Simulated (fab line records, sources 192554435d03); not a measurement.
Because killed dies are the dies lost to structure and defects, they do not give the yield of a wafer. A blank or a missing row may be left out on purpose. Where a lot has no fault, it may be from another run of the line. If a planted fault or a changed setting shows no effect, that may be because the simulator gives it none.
Code-filled problem report in 8D (eight disciplines) form + flow n5_finfet + the parts of the form that need people (team, actions taken, sign-off) are left out
Where a reading is given only as a bound, like >300, the bound stands for it, and a mean or a difference that rests on one is marked > or <: the true number lies beyond.

== 1. WHAT IS WRONG ==
raw_defect_count at N5_SD_EPI_N_INSPECT_26 reads a mean of 1133 on 3 wafers of 2 lots; wafers without a fault read 201 with a standard deviation of 42. That is +22 standard deviations from the usual mean.
The step: inspects for defects (darkfield).
Earliest sighting: wafer L846.1 on defect_inspect-02 at day 6 09:55. At this step, 24 wafers from 8 lots have a number in the record. Rule for "out", or "out of limits": more than 4 standard deviations from the usual mean. All remaining wafers that have a number are taken as sound.

== 2. WHAT IT IS, AND WHAT IT ISN'T ==
| question                    | is                                   | is not                                                                                 |
|-----------------------------|--------------------------------------|----------------------------------------------------------------------------------------|
| which readings at this step | raw_defect_count                     | -                                                                                      |
| which lots                  | L846, L847                           | L834, L836, L841, L850, L855, L856                                                     |
| which wafers of those lots  | L846.1, L846.4, L847.2               | L846.2, L847.4, L847.6                                                                 |
| read on which gauges        | defect_inspect-01, defect_inspect-02 | -                                                                                      |
| when                        | from day 6 09:55                     | up to then (10 sound wafers); but 11 sound wafers of L847, L850, L855, L856 came after |

== 3. SUSPECTS, AND WHAT RULES EACH OUT ==
Counting: a tool at a process step up to the reading stays a suspect if it ran every lot that is out. Sound lots after the first of them don't rule it out here, since some wafers of a struck lot are sound.
- the gauge at N5_SD_EPI_N_INSPECT_26: ruled out. 2 gauges (defect_inspect-01, defect_inspect-02) read the wafers that are out.
- rie_diel-03 at N5_SD_EPI_N_ETCH_34 (etches SiARC in CF4, target depth 45.5 nm, time 75.8 s): kept. Ran every lot that is out, first one L846 (day 6 05:02); last sound lot up to then L836 (day 3 14:44).
- rie_diel-03 at N5_SD_EPI_N_ETCH_45 (etches SiOCN in CH3F/O2, target depth 6 nm): kept. Ran every lot that is out, first one L846 (day 6 05:31); last sound lot up to then L836 (day 3 15:13).
- At N5_SD_EPI_N_ETCH_34, inside rie_diel-03: chamber 3 took the wafers that are out, while their sound lot-mates went through chambers 0, 1.
- At N5_SD_EPI_N_ETCH_45, inside rie_diel-03: chamber 3 took the wafers that are out, while their sound lot-mates went through chambers 0, 1.
Left after counting: rie_diel-03 at N5_SD_EPI_N_ETCH_34, rie_diel-03 at N5_SD_EPI_N_ETCH_45.

== 4. THE CAUSE (what the simulator had put in) ==
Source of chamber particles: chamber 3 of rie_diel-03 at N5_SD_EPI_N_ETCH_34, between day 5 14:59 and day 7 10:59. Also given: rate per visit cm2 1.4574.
Of the 2 suspects that counting leaves, this tool is one.

== 5. SEQUENCE OF EFFECTS, ordered by route ==
Rows list readings where the struck wafers' mean (over those with a number) sits beyond 3 standard deviations from the usual. Only readings whose record carries a usual standard deviation are examined. hours: median over the lots of the time between each lot's start at the first step of this table that gives one and its start at this step. sigmas: the change, counted in usual standard deviations.
| hours | step                    | reading              | usual  | on struck wafers | change | sigmas      |
|-------|-------------------------|----------------------|--------|------------------|--------|-------------|
| 0     | N5_SD_EPI_N_INSPECT_26  | raw_defect_count     | 201    | 1133             | +932   | +22         |
| 0     | N5_SD_EPI_P_INSPECT_11  | raw_defect_count     | 2.1    | >300             | >+298  | +99 or more |
| 230   | N5_PASSIVATION_PROBE_49 | defect_limited_yield | 91.2 % | 80.0             | -11.2  | -7.4        |
| 230   | N5_PASSIVATION_PROBE_49 | killed_at_front_end  | 40     | 173              | +133   | +11         |
| 230   | N5_PASSIVATION_PROBE_49 | killed_dies          | 103    | 236              | +133   | +7.4        |
| 230   | N5_PASSIVATION_PROBE_49 | sort_bin_5_function  | 5.1 %  | 12.5             | +7.4   | +7.4        |
| 230   | N5_PASSIVATION_PROBE_49 | sort_n_pass          | 1076   | 944              | -132   | -7.3        |
| 230   | N5_PASSIVATION_PROBE_49 | sort_yield_pct       | 91.2 % | 80.0             | -11.2  | -7.4        |
It contains these process steps:
- N5_PASSIVATION_PROBE_49
Later measuring or inspecting steps at which every struck wafer that the step has a row for has a number for every such reading, and none has moved that far: N5_SD_EPI_P_OVL_MEAS_10, N5_BEOL_M4_RC_MEAS_101.

== 6. HOW IT WOULD HAVE BEEN CAUGHT EARLIER ==
The first out-of-limits reading at a measuring or inspecting step in this record came at day 6 09:55, 19 hours after the fault's start at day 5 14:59.
An alarm limit of 4 standard deviations would not have fired on the tool readings at N5_SD_EPI_N_ETCH_34 for which the record gives a usual standard deviation, since none of them was out on any struck wafer.
The start of N5_SD_EPI_N_ETCH_34 on rie_diel-03 came by day 6 09:55 for every one of the lots that are out (2). Had the tool been put on hold then, not one of them would have been saved.
